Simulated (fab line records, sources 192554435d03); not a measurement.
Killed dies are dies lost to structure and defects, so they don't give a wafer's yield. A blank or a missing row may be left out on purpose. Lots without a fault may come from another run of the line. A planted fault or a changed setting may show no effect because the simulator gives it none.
Chamber matching | flow n5_finfet | N5_BEOL_M1_ALD_84 on ald_metal-01: 4 sister chambers
The step deposits TaN, pulse time 2 s, purge time 3 s, co reactant purge time 2 s. 22 wafers are shown with their chamber, then 11 later ones without.

WAFERS WITH THEIR CHAMBER
wafer  | chamber | heater_power_w (W) | susceptor_temp_C (C) | chamber_pressure_Torr (Torr)
L076.1 | 3       | 557                | 274.90               | 2.990
L076.2 | 2       | 422                | 275.15               | 2.998
L076.6 | 0       | 406                | 274.89               | 2.999
L077.3 | 0       | 384                | 275.09               | 2.995
L077.4 | 3       | 552                | 274.83               | 2.995
L077.5 | 0       | 401                | 275.18               | 3.002
L078.1 | 0       | 387                | 275.00               | 2.991
L078.2 | 1       | 357                | 274.93               | 3.004
L078.4 | 3       | 571                | 274.94               | 3.004
L080.1 | 2       | 417                | 274.76               | 2.995
L080.2 | 1       | 357                | 274.85               | 3.001
L080.6 | 0       | 389                | 274.99               | 3.008
L079.1 | 2       | 424                | 274.72               | 3.008
L079.3 | 1       | 354                | 274.99               | 2.997
L079.6 | 1       | 354                | 274.76               | 3.009
L086.1 | 1       | 359                | 274.64               | 3.007
L086.3 | 0       | 388                | 275.27               | 2.979
L086.5 | 3       | 571                | 274.97               | 2.994
L087.3 | 0       | 380                | 274.96               | 3.002
L087.4 | 1       | 354                | 275.03               | 3.006
L087.6 | 1       | 350                | 275.02               | 3.002
L090.1 | 2       | 421                | 274.49               | 3.002

SIGNATURES (means of the wafers above)
reading               | chamber 0 | chamber 1 | chamber 2 | chamber 3 | scatter within a chamber
heater_power_w        | 390.71    | 355.00    | 421.00    | 562.75    | 7.02
susceptor_temp_C      | 275.0543  | 274.8886  | 274.7800  | 274.9100  | 0.162
chamber_pressure_Torr | 2.99657   | 3.00371   | 3.00075   | 2.99575   | 0.00682
Rule: a wafer's distance from a chamber is the root of the sum, over the readings, of the square of ((its reading less the chamber's mean) divided by the reading's scatter). The wafer belongs to the nearest chamber; if the next one is less than 2 further off, it can't be placed. The scatter: the root of (the sum of the squares of (reading less its chamber's mean) over the shown wafers, divided by (wafers less chambers)).

WAFERS WITHOUT THEIR CHAMBER
wafer  | heater_power_w (W) | susceptor_temp_C (C) | chamber_pressure_Torr (Torr)
L090.2 | 391                | 274.96               | 2.998
L090.4 | 564                | 275.08               | 2.991
L093.1 | 388                | 275.14               | 3.004
L093.2 | 415                | 274.88               | 2.997
L093.5 | 385                | 274.90               | 3.011
L094.1 | 356                | 274.75               | 3.002
L094.3 | 546                | 275.30               | 3.010
L094.5 | 417                | 275.05               | 3.015
L095.4 | 549                | 275.08               | 3.005
L095.5 | 567                | 275.07               | 3.005
L095.6 | 389                | 275.11               | 2.995

WHICH CHAMBER EACH WENT THROUGH
wafer  | from the rows above     | in truth
L090.2 | 0                       | 0
L090.4 | 3                       | 3
L093.1 | 0                       | 0
L093.2 | 2                       | 2
L093.5 | can't be placed: 0 or 1 | 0
L094.1 | 1                       | 1
L094.3 | 3                       | 3
L094.5 | can't be placed: 2 or 0 | 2
L095.4 | 3                       | 3
L095.5 | 3                       | 3
L095.6 | 0                       | 0
Placed correctly: 9 of 11. Can't be placed from these rows: 2 (the true chamber is among the candidates in 2). Placed wrongly: 0.
